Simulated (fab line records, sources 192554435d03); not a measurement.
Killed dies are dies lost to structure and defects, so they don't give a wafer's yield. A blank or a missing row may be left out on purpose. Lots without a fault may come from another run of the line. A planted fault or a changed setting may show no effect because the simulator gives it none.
fab line records | flow n5_finfet
record lots=11 wafers=28 last_day=18
route steps=1938 shown SDB@359 HKMG_FIN@406 BEOL_M4@1111 PASSIVATION@1936
lots that met no fault: from a run of the same line without faults
start_h: hours from the record's first day to the start of the lot's first wafer shown | wait_h: hours since the lot's step before | " the same as in the row above | L1.1+2: a row that stands for several wafers | - no value, or no start given | * or withheld: withheld | < > ~ a bound
route shown NAME@n: a module of which the file shows steps, and the number in the route of the first | usual: mean/standard deviation of fault-free wafers | same: alike in all rows | chamber/n: place in a boat | sites: the reading at each site | _std_site: their standard deviation | _edge_site: outer sites' mean less inner sites' | radius_mm: how far each site lies from the wafer's centre | mask NAME#n: copy n | behind: the tool/chamber that last shaped the wafer | hold: why the lot was held/for how many hours/how that ended | device: the transistor (n, p or np) that didn't switch | end of line: the same wafers' tests at the end of the route | a step without rows: its recipe alone | killed: dies lost to structure and defects at the first sort, not the wafer's yield | map: a wafer's dies, x killed, . not, _ none there
set.NAME: the setting as run; set.NAME@STEP: as run at that earlier step | model.NAME: the simulator's own value behind a step, which no gauge read
steps of the route over a sample of lots; a table a step, a row a wafer
services: from which hour (start_h, from the record's first day; less than 0 if before it) a tool's chamber was out of use, for how many hours, and why
## steps
# step N5_SDB_DESCUM_16
# recipe chemistry=O2 time_s=7.9 source_power_w=50 bias_power_w=20 pressure_mtorr=20 rf_frequency_hz=2.712e+07 temp_c=40 resist=CAR-ArF o2_flow_sccm=225
# usual drypump_motor_current_A=5.7/0.43 oes_product_au=0.76/0.099 rf_fwd_power_W=49.39/0.26 rf_vpp_V=243.7/1.4 showerhead_plenum_p_Torr=2.13/0.065 temp_c=40.01/0.11 throttle_valve_pct=20.47/0.23
# columns lot.wafer tool chamber start_h wait_h drypump_motor_current_A oes_product_au rf_fwd_power_W rf_hours_counter_h rf_vpp_V showerhead_plenum_p_Torr temp_c throttle_valve_pct
L164.4 rie_diel-06 1 66.48 0.1 6.5 0.71 49.07 - 243.6 2.16 40.30 20.31
L164.6 " 2 " " 6.4 0.70 49.64 - 243.4 2.17 39.92 20.60
L165.1 rie_diel-05 2 73.72 0.0 5.7 0.81 49.61 83 245.6 2.21 40.11 20.36
L165.2 " 3 " " 6.1 0.72 49.61 193 243.0 2.06 40.10 20.43
L165.4 " 0 " " 5.3 0.67 49.38 234 242.3 2.07 39.99 20.59
L170.1 rie_diel-04 1 102.53 0.1 5.4 0.73 49.56 205 243.0 2.16 40.12 20.50
L170.3 " 3 " " 5.3 0.73 49.54 204 242.8 2.07 39.95 20.61
L170.4 " 2 " " 5.8 0.84 49.72 83 245.6 2.22 39.92 20.51
L173.5 rie_diel-04 1 119.59 0.0 5.4 0.73 49.22 - 243.7 2.16 40.17 20.50
L173.6 " 0 " " 5.3 0.68 49.03 - 242.2 2.17 40.04 20.87
L178.1 rie_diel-04 1 151.05 0.1 5.4 0.73 49.75 221 242.8 2.16 40.04 20.51
L178.2 " 2 " " 5.9 0.83 49.54 98 244.5 2.21 39.88 20.53
L178.3 " 0 " " 5.3 0.67 49.09 234 243.6 2.16 40.11 20.88
L179.2 rie_diel-06 3 158.10 0.9 5.7 0.91 49.36 14 245.0 2.12 40.03 20.01
L179.4 " 0 " " 5.4 0.68 49.33 202 241.7 1.99 40.09 20.46
L179.6 " 0 " " 5.3 0.68 49.11 - 241.5 1.99 40.07 20.47
L180.1 rie_diel-04 1 160.53 0.0 5.4 0.73 49.65 224 242.7 2.16 39.98 20.51
L180.3 " 2 " " 5.9 0.83 49.50 101 245.3 2.21 39.92 20.55
L180.5 " 3 " " 5.3 0.73 49.51 - 242.8 2.06 39.96 20.64
L184.3 rie_diel-06 3 184.30 0.0 5.7 0.89 49.02 24 243.4 2.12 40.06 20.01
L184.5 " 2 " " 6.4 0.92 49.59 - 244.0 2.16 39.96 20.32
L185.2 rie_diel-04 1 189.25 0.0 5.4 0.71 49.50 235 245.1 2.15 39.95 20.55
L185.4 " 0 " " 5.3 0.66 49.16 247 244.3 2.16 40.00 20.90
L186.4 rie_diel-06 2 202.63 0.0 6.4 0.90 49.51 22 244.0 2.15 39.94 20.34
L186.5 " 1 " " 6.5 0.97 48.98 - 243.7 2.14 39.85 20.02
L186.6 " 0 " " 5.3 0.68 49.06 - 240.7 1.98 39.91 20.50
L187.2 rie_diel-06 1 205.66 0.0 6.5 0.96 49.17 10 241.7 2.14 39.93 20.01
L187.4 " 2 " " 6.4 0.91 49.80 23 243.4 2.15 40.11 20.35
# step N5_HKMG_FIN_ETCH_58
# recipe chemistry=N2/H2 target=SOC target_depth_a=2158 ion_energy_ev=50 bias_w=13 time_s=741 pressure_mtorr=30 source_w=875 n2_flow_sccm=200 h2_flow_sccm=200
# usual drypump_motor_current_A=5.8/0.43 oes_product_au=0.75/0.084 rf_fwd_power_W=874.1/2.6 rf_vpp_V=99.3/0.91 showerhead_plenum_p_Torr=2.58/0.076 throttle_valve_pct=17.81/0.23
# columns lot.wafer tool chamber start_h wait_h drypump_motor_current_A oes_product_au rf_fwd_power_W rf_hours_counter_h rf_vpp_V showerhead_plenum_p_Torr throttle_valve_pct
L164.4 rie_diel-06 1 72.46 0.0 6.5 0.74 874.9 212 99.1 2.61 17.63
L164.6 " 1 " " 6.5 0.73 875.3 - 98.5 2.61 17.64
L165.1 rie_diel-06 1 82.61 0.0 6.5 0.73 869.7 217 98.7 2.61 17.65
L165.2 " 3 " " 5.7 0.69 872.7 239 98.1 2.62 17.79
L165.4 " 3 " " 5.7 0.69 874.7 - 98.6 2.62 17.82
L170.1 rie_diel-05 1 108.37 0.0 6.1 0.94 877.5 11 99.2 2.60 17.34
L170.3 " 0 " " 5.3 0.65 875.2 245 99.4 2.52 18.12
L170.4 " 3 " " 6.1 0.71 873.5 206 99.2 2.53 18.13
L173.5 rie_diel-06 2 125.98 0.2 6.4 0.69 877.4 - 99.3 2.59 17.73
L173.6 " 1 " " 6.5 0.72 870.3 - 98.2 2.60 17.66
L178.1 rie_diel-05 0 157.20 0.0 5.3 0.92 873.7 6 99.2 2.52 17.82
L178.2 " 3 " " 6.1 0.69 870.9 225 100.5 2.53 18.14
L178.3 " 2 " " 5.7 0.78 876.5 116 99.9 2.69 17.95
L179.2 rie_diel-05 0 164.85 0.0 5.4 0.92 870.3 9 99.3 2.52 17.81
L179.4 " 3 " " 6.1 0.69 874.7 227 98.7 2.52 18.15
L179.6 " 2 " " 5.7 0.78 878.0 - 99.7 2.68 17.97
L180.1 rie_diel-04 0 167.42 0.0 5.3 0.69 876.3 240 98.5 2.59 18.08
L180.3 " 3 " " 5.3 0.73 869.6 226 98.1 2.50 17.94
L180.5 " 1 " " 5.4 0.72 873.4 - 99.7 2.64 18.16
L184.3 rie_diel-04 3 190.42 0.0 5.4 0.72 868.5 234 98.6 2.50 17.96
L184.5 " 0 " " 5.3 0.69 871.0 - 99.8 2.59 18.08
L185.2 rie_diel-04 1 196.80 0.0 5.4 0.71 873.0 238 100.0 2.63 18.19
L185.4 " 2 " " 5.8 0.82 872.1 114 99.3 2.65 17.72
L186.4 rie_diel-04 3 208.64 0.2 5.4 0.71 873.8 - 97.4 2.50 17.97
L186.5 " 1 " " 5.4 0.70 877.9 - 99.5 2.63 18.19
L186.6 " 2 " " 5.8 0.80 874.8 - 99.3 2.65 17.73
L187.2 rie_diel-05 3 212.22 0.0 6.1 0.68 872.1 245 99.8 2.52 18.19
L187.4 " 2 " " 5.7 0.76 875.3 135 98.0 2.68 17.99
# step N5_HKMG_FIN_CVD_62
# recipe material=a-Si target_thk_a=30 temp_c=500 precursor=Si2H6 pressure_torr=1 time_s=20.8
# usual chamber_pressure_Torr=0.9999/0.002 heater_power_outer_w=915/100 heater_power_w=1386/150
# columns lot.wafer tool chamber start_h wait_h chamber_pressure_Torr heater_power_outer_w heater_power_w
L164.4 thermal_cvd_si-01 0 73.95 0.2 0.9983 963 1552
L164.6 " 2 " " 0.9974 868 1226
L165.1 thermal_cvd_si-02 0 84.03 0.2 1.0019 1088 1543
L165.2 " 2 " " 1.0000 854 1280
L165.4 " 1 " " 1.0003 857 1308
L170.1 thermal_cvd_si-01 0 109.80 0.2 0.9965 1042 1596
L170.3 " 2 " " 1.0028 843 1274
L170.4 " 0 " " 0.9992 991 1548
L173.5 thermal_cvd_si-02 0 127.30 0.1 0.9989 1046 1553
L173.6 " 2 " " 1.0014 854 1347
L178.1 thermal_cvd_si-01 1 158.72 0.2 - - -
L178.2 " 2 " " - - -
L178.3 " 0 " " - - -
L179.2 thermal_cvd_si-02 0 166.27 0.2 - - -
L179.4 " 2 " " - - -
L179.6 " 1 " " - - -
L180.1 thermal_cvd_si-01 1 168.89 0.2 - - -
L180.3 " 0 " " - - -
L180.5 " 0 " " - - -
L184.3 thermal_cvd_si-01 2 191.84 0.2 1.0007 840 1278
L184.5 " 1 " " 1.0014 835 1198
L185.2 thermal_cvd_si-02 2 198.29 0.2 0.9957 855 1314
L185.4 " 2 " " 0.9982 814 1332
L186.4 thermal_cvd_si-01 0 209.91 0.2 0.9970 998 1616
L186.5 " 1 " " 1.0006 830 1223
L186.6 " 2 " " 1.0020 867 1291
L187.2 thermal_cvd_si-02 2 213.64 0.2 0.9992 830 1317
L187.4 " 1 " " 0.9962 848 1360
# step N5_HKMG_FIN_OVL_MEAS_13
# recipe points_per_wafer=44
# usual NWFM_OVL=-0.2/0.7
# columns lot.wafer tool chamber start_h wait_h NWFM_OVL[nm]
L164.4 overlay-01 0 75.36 0.0 -0.3
L164.6 " 0 " " -0.6
L165.1 overlay-02 0 85.67 0.0 1.1
L165.2 " 0 " " -0.3
L165.4 " 0 " " 0.7
L170.1 overlay-01 0 111.39 0.0 -0.8
L170.3 " 0 " " -0.2
L170.4 " 0 " " 1.8
L173.5 overlay-01 0 129.01 0.0 -0.2
L173.6 " 0 " " -0.1
L178.1 overlay-01 0 160.31 0.0 -0.5
L178.2 " 0 " " -0.4
L178.3 " 0 " " -0.2
L179.2 overlay-01 0 167.90 0.0 -0.3
L179.4 " 0 " " 0.5
L179.6 " 0 " " 0.2
L180.1 overlay-01 0 170.62 0.0 -0.4
L180.3 " 0 " " 0.4
L180.5 " 0 " " 0.9
L184.3 overlay-01 0 193.30 0.0 -0.1
L184.5 " 0 " " 0.3
L185.2 overlay-02 0 199.92 0.0 -0.9
L185.4 " 0 " " -0.1
L186.4 overlay-02 0 211.49 0.0 0.4
L186.5 " 0 " " 1.5
L186.6 " 0 " " 0.9
L187.2 overlay-01 0 215.23 0.0 0.0
L187.4 " 0 " " 0.9
# step N5_BEOL_M4_RC_MEAS_101
# usual DIBL_N=36.1/2 DIBL_P=36.3/2.5 EOT_N=10.49/0.089 EOT_P=10.44/0.095 IGATE_N=0.0133/0.0017 IGATE_P=0.0039/0.0005 IOFF_N=0.16/0.037 IOFF_P=0.21/0.039 IOFF_P_85C=3.7/0.55 IOFF_P_LIN=0.102/0.014 ION_N=678/15 ION_P=465/8.7 SS_N=71.4/0.7 SS_P=73.3/0.74 VT_N=249/3.6 VT_P=-250.0/2.9
# columns lot.wafer tool chamber start_h wait_h DIBL_N[mV/V] DIBL_P[mV/V] EOT_N EOT_P IGATE_N[nA/um] IGATE_P[nA/um] IOFF_N[nA/um] IOFF_P[nA/um] IOFF_P_85C[nA/um] IOFF_P_LIN[nA/um] ION_N[uA/um] ION_P[uA/um] SS_N[mV/dec] SS_P[mV/dec] VT_N[mV] VT_P[mV]
L164.4 prober-01 0 162.15 0.5 35.5 36.4 10.32 10.34 0.0155 0.0046 0.16 0.26 4.2 0.122 669 475 72.2 73.6 251 -243.3
L164.6 " 0 " " 33.2 33.5 10.47 10.50 0.0126 0.0037 0.11 0.20 3.5 0.103 649 462 71.1 72.7 257 -247.6
L165.1 prober-02 0 178.41 0.0 38.3 39.1 10.62 10.55 0.0123 0.0036 0.24 0.29 4.7 0.131 711 482 71.9 73.6 241 -245.8
L165.2 " 0 " " 35.3 35.5 10.57 10.47 0.0129 0.0037 0.16 0.22 3.7 0.106 670 465 71.7 71.8 249 -248.4
L165.4 " 0 " " 35.2 36.0 10.46 10.32 0.0152 0.0044 0.16 0.23 3.9 0.110 671 465 71.8 72.8 245 -249.0
L170.1 prober-01 0 198.46 0.1 34.8 35.2 10.59 10.51 0.0107 0.0033 0.14 0.18 3.2 0.089 687 470 71.5 72.7 251 -250.1
L170.3 " 0 " " 34.5 35.1 10.56 10.37 0.0132 0.0041 0.13 0.17 3.2 0.086 670 459 71.3 73.1 251 -251.9
L170.4 " 0 " " 38.4 40.7 10.42 10.42 0.0130 0.0039 0.21 0.27 4.5 0.116 687 472 72.4 74.3 244 -245.6
L173.5 prober-01 0 234.30 0.6 33.9 33.0 10.57 10.43 0.0130 0.0039 0.12 0.17 3.1 0.088 663 464 71.1 72.9 255 -251.0
L173.6 " 0 " " 37.4 38.3 10.54 10.54 0.0103 0.0030 0.17 0.26 4.3 0.117 678 469 71.9 74.4 249 -245.3
L178.1 prober-01 0 268.83 0.0 41.6 41.0 11.79 11.79 0.0027 0.0008 0.27 0.34 5.4 0.152 651 452 72.6 74.8 246 -241.6
L178.2 " 0 " " 36.6 37.3 11.98 11.99 0.0019 0.0006 0.17 0.27 4.6 0.137 652 455 71.0 73.7 248 -243.1
L178.3 " 0 " " 40.7 41.7 11.99 12.02 0.0021 0.0006 0.27 0.37 5.9 0.169 684 470 72.1 75.0 242 -241.4
L180.1 prober-02 0 283.95 0.0 35.5 35.8 11.83 11.87 0.0026 0.0008 0.15 0.20 3.5 0.106 643 443 71.4 72.4 248 -249.5
L180.3 " 0 " " 38.1 39.8 11.88 11.92 0.0025 0.0007 0.20 0.27 4.6 0.131 653 453 72.1 74.2 247 -246.8
L180.5 " 0 " " 36.0 37.6 11.87 11.95 0.0028 0.0009 0.18 0.24 4.1 0.122 658 456 70.9 72.4 244 -247.4
L179.2 prober-02 0 285.04 0.7 41.8 42.3 11.81 11.90 0.0027 0.0008 0.30 0.37 6.0 0.169 673 457 72.6 74.8 242 -240.6
L179.4 " 0 " " 40.3 41.1 11.85 12.02 0.0025 0.0008 0.27 0.34 5.6 0.161 673 463 72.3 73.5 242 -241.4
L179.6 " 0 " " 41.6 43.1 11.83 11.90 0.0027 0.0008 0.30 0.40 6.3 0.176 679 463 72.5 75.0 238 -240.4
L185.2 prober-02 0 306.21 0.2 38.5 39.9 10.56 10.46 0.0115 0.0034 0.21 0.22 3.8 0.099 685 455 72.0 74.3 248 -252.6
L185.4 " 0 " " 35.2 34.9 10.46 10.51 0.0131 0.0038 0.15 0.16 2.9 0.081 671 451 70.6 72.9 252 -256.1
L187.2 prober-02 0 313.26 0.2 34.2 34.1 10.52 10.43 0.0142 0.0042 0.13 0.18 3.1 0.088 676 466 70.1 73.3 251 -251.3
L187.4 " 0 " " 36.9 37.5 10.57 10.53 0.0103 0.0031 0.16 0.23 3.9 0.107 672 468 71.6 74.1 251 -249.1
L184.3 prober-02 0 318.94 0.3 35.6 35.0 10.52 10.37 0.0123 0.0037 0.15 0.20 3.6 0.097 675 466 71.8 73.3 250 -247.7
L184.5 " 0 " " 33.9 33.2 10.51 10.34 0.0155 0.0046 0.13 0.20 3.4 0.094 679 471 70.7 73.0 252 -248.3
L186.4 prober-01 0 325.44 0.5 39.8 41.0 10.34 10.33 0.0166 0.0050 0.25 0.31 5.0 0.136 702 476 72.3 74.4 242 -245.9
L186.5 " 0 " " 36.3 37.9 10.48 10.25 0.0140 0.0042 0.17 0.25 4.2 0.117 687 474 71.1 74.2 246 -244.9
L186.6 " 0 " " 37.8 38.1 10.47 10.61 0.0116 0.0035 0.21 0.24 4.1 0.115 689 460 72.4 74.1 244 -248.1
# step N5_PASSIVATION_PROBE_49
# usual defect_limited_yield=91.1/1.3 killed_at_M0_to_M3=32/9.7 killed_at_M4_up=16/6 killed_at_contacts=12/5.9 killed_at_front_end=41/11 killed_at_other=4/3.1 killed_dies=104/16 killed_open=68/12 killed_short=34/7.4 sort_bin_4_leakage=0/0 sort_bin_5_function=5.1/0.85 sort_bin_6_memory=3.3/0.66 sort_bin_8_speed=0.1/0.53 sort_n_pass=1075/16 sort_yield_pct=91.1/1.4
# same gross_dies=1180 killed_at_back_side=0
# columns lot.wafer tool chamber start_h wait_h defect_limited_yield[%] killed_at_M0_to_M3 killed_at_M4_up killed_at_contacts killed_at_front_end killed_at_other killed_dies killed_open killed_short sort_bin_4_leakage[%] sort_bin_5_function[%] sort_bin_6_memory[%] sort_bin_8_speed[%] sort_n_pass sort_yield_pct[%]
L178.1 prober-01 - 370.58 0.0 90.8 28 15 14 51 1 109 66 39 0 5.6 3.1 0 1071 90.8
L178.2 prober-01 - 370.63 0.1 91.1 11 30 5 57 2 105 74 27 0 5.0 3.8 0 1075 91.1
L178.3 prober-01 - 370.68 0.1 89.6 31 17 15 60 0 123 86 27 0.17 5.8 3.7 0 1055 89.4
L185.2 prober-02 - 418.25 0.1 91.6 30 20 16 28 5 99 66 32 0 5.7 2.5 0 1081 91.6
L185.4 prober-02 - 418.35 0.2 92.7 25 20 2 36 3 86 51 32 0 4.4 2.5 0 1094 92.7
L187.2 prober-02 - 442.78 0.6 89.1 38 13 13 60 5 129 87 34 0 6.8 3.1 0 1051 89.1
L187.4 prober-02 - 442.88 0.7 91.1 40 9 8 48 0 105 60 43 0 5.1 3.5 0 1075 91.1
# killed by level:class
L178.1 FIN_SAQP:geometric_particle:open=17 FIN_SAQP:geometric_particle:short=15 MOL_CONTACT_COAG:geometric_particle:open=12 BEOL_M2:geometric_particle:open=10 BEOL_M4:geometric_particle:open=7 BEOL_M0_SAQP:geometric_particle:short=6 BEOL_M2:geometric_particle:short=5 GATE_CUT:geometric_particle:open=4
L178.2 BEOL_M4:geometric_particle:open=17 FIN_SAQP:geometric_particle:open=16 FIN_SAQP:geometric_particle:short=13 MOL_CONTACT_COAG:geometric_particle:open=5 STI_FIN_REVEAL:geometric_particle:open=5 GATE_CUT:geometric_particle:open=5 STARTING-WAFER:geometric_particle:open=5 BEOL_M5:geometric_particle:open=5
L178.3 FIN_SAQP:geometric_particle:open=12 MOL_CONTACT_COAG:geometric_particle:open=11 BEOL_M2:geometric_particle:open=11 STI_FIN_REVEAL:geometric_particle:open=10 HKMG_FIN:area_etch=9 FIN_SAQP:geometric_particle:short=7 BEOL_M1:geometric_particle:open=7 DUMMY_GATE:geometric_particle:open=6
L185.2 MOL_CONTACT_COAG:geometric_particle:open=11 BEOL_M4:geometric_particle:open=9 BEOL_M0_SAQP:geometric_particle:open=8 STI_FIN_REVEAL:geometric_particle:open=7 FIN_SAQP:geometric_particle:short=6 MOL_CONTACT_COAG:geometric_particle:short=5 BEOL_M0_SAQP:geometric_particle:short=5 BEOL_M2:geometric_particle:open=5
L185.4 BEOL_M4:geometric_particle:open=10 FIN_SAQP:geometric_particle:short=7 BEOL_M0_SAQP:geometric_particle:short=7 BEOL_M1:geometric_particle:open=7 GATE_CUT:geometric_particle:open=5 GATE_CUT:geometric_particle:short=5 BEOL_M2:geometric_particle:open=5 FIN_SAQP:geometric_particle:open=4
L187.2 FIN_SAQP:geometric_particle:open=18 FIN_SAQP:geometric_particle:short=14 MOL_CONTACT_COAG:geometric_particle:open=11 STI_FIN_REVEAL:geometric_particle:open=8 BEOL_M0_SAQP:geometric_particle:open=8 HKMG_FIN:area_etch=8 BEOL_M1:geometric_particle:open=7 BEOL_M3:geometric_particle:open=7
L187.4 STI_FIN_REVEAL:geometric_particle:open=12 BEOL_M0_SAQP:geometric_particle:short=12 FIN_SAQP:geometric_particle:short=9 FIN_SAQP:geometric_particle:open=9 BEOL_M1:geometric_particle:open=8 DUMMY_GATE:geometric_particle:open=6 MOL_CONTACT_COAG:geometric_particle:open=6 BEOL_M2:geometric_particle:open=5
## services
# columns tool chamber start_h hours kind
rie_diel-04 3 43.63 2.5 repair
thermal_cvd_si-02 1 50.86 12.3 repair
rie_diel-06 3 59.63 11.1 repair
rie_diel-04 1 64.66 7.4 repair
rie_diel-06 0 80.80 5.8 repair
rie_diel-05 1 102.88 4.1 repair
thermal_cvd_si-02 1 107.48 30.6 repair
rie_diel-06 3 109.47 - clean
rie_diel-06 3 109.47 - consumable_replace:focus_ring
rie_diel-06 3 109.47 17.5 scheduled_down
rie_diel-06 3 109.47 17.5 vent_cycle
rie_diel-06 2 127.08 - clean
rie_diel-06 2 127.08 - consumable_replace:focus_ring
rie_diel-06 2 127.08 14.0 scheduled_down
rie_diel-06 2 127.08 14.0 vent_cycle
rie_diel-06 1 163.37 - clean
rie_diel-05 0 167.07 5.0 repair
rie_diel-04 2 175.54 3.6 repair
rie_diel-05 1 183.42 12.0 repair
rie_diel-04 0 197.28 - clean
rie_diel-04 0 197.28 - consumable_replace:focus_ring
rie_diel-04 0 197.28 12.2 scheduled_down
rie_diel-04 0 197.28 12.2 vent_cycle
rie_diel-05 - 205.16 0.7 repair
## key
first_sign step=N5_HKMG_FIN_CVD_62 reading=tool_record direction=missing
effect step=N5_BEOL_M4_RC_MEAS_101 reading=EOT_P direction=up sigmas=16 usual=10.44 struck=11.93
effect step=N5_BEOL_M4_RC_MEAS_101 reading=EOT_N direction=up sigmas=15 usual=10.49 struck=11.87
effect step=N5_BEOL_M4_RC_MEAS_101 reading=IGATE_P direction=down sigmas=6.3 usual=0.0039 struck=0.0008
effect step=N5_BEOL_M4_RC_MEAS_101 reading=IGATE_N direction=down sigmas=6.3 usual=0.0133 struck=0.0025
effect step=N5_BEOL_M4_RC_MEAS_101 reading=IOFF_P_LIN direction=up sigmas=3.3 usual=0.102 struck=0.147
effect step=N5_BEOL_M4_RC_MEAS_101 reading=IOFF_P_85C direction=up sigmas=2.6 usual=3.7 struck=5.1 wafers_moved=8
effect step=N5_BEOL_M4_RC_MEAS_101 reading=IOFF_P direction=up sigmas=2.5 usual=0.21 struck=0.31 wafers_moved=8
effect step=N5_BEOL_M4_RC_MEAS_101 reading=VT_P direction=up sigmas=2.2 usual=-250.0 struck=-243.6 wafers_moved=6
effect step=N5_BEOL_M4_RC_MEAS_101 reading=IOFF_N direction=up sigmas=1.9 usual=0.16 struck=0.23 wafers_moved=5
effect step=N5_BEOL_M4_RC_MEAS_101 reading=DIBL_N direction=up sigmas=1.5 usual=36.1 struck=39.1
effect step=N5_BEOL_M4_RC_MEAS_101 reading=DIBL_P direction=up sigmas=1.4 usual=36.3 struck=40.0
effect step=N5_BEOL_M4_RC_MEAS_101 reading=VT_N direction=down sigmas=1.4 usual=249 struck=244
met_at N5_HKMG_FIN_CVD_62
struck_lots L178,L179,L180
rows_end L179.2,L179.4,L179.6,L180.1,L180.3,L180.5
not_acting_at N5_SDB_DESCUM_16,N5_HKMG_FIN_ETCH_58,N5_HKMG_FIN_OVL_MEAS_13
onset_between 127.30 158.72
fault kind=skipped_step_whole tool=thermal_cvd_si-01,thermal_cvd_si-02 chamber=- onset_h=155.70 steps=N5_HKMG_FIN_CVD_62 scope=struck_lots_only
# rows_end: these wafers met a further fault down the route, and their rows from its step on are left out
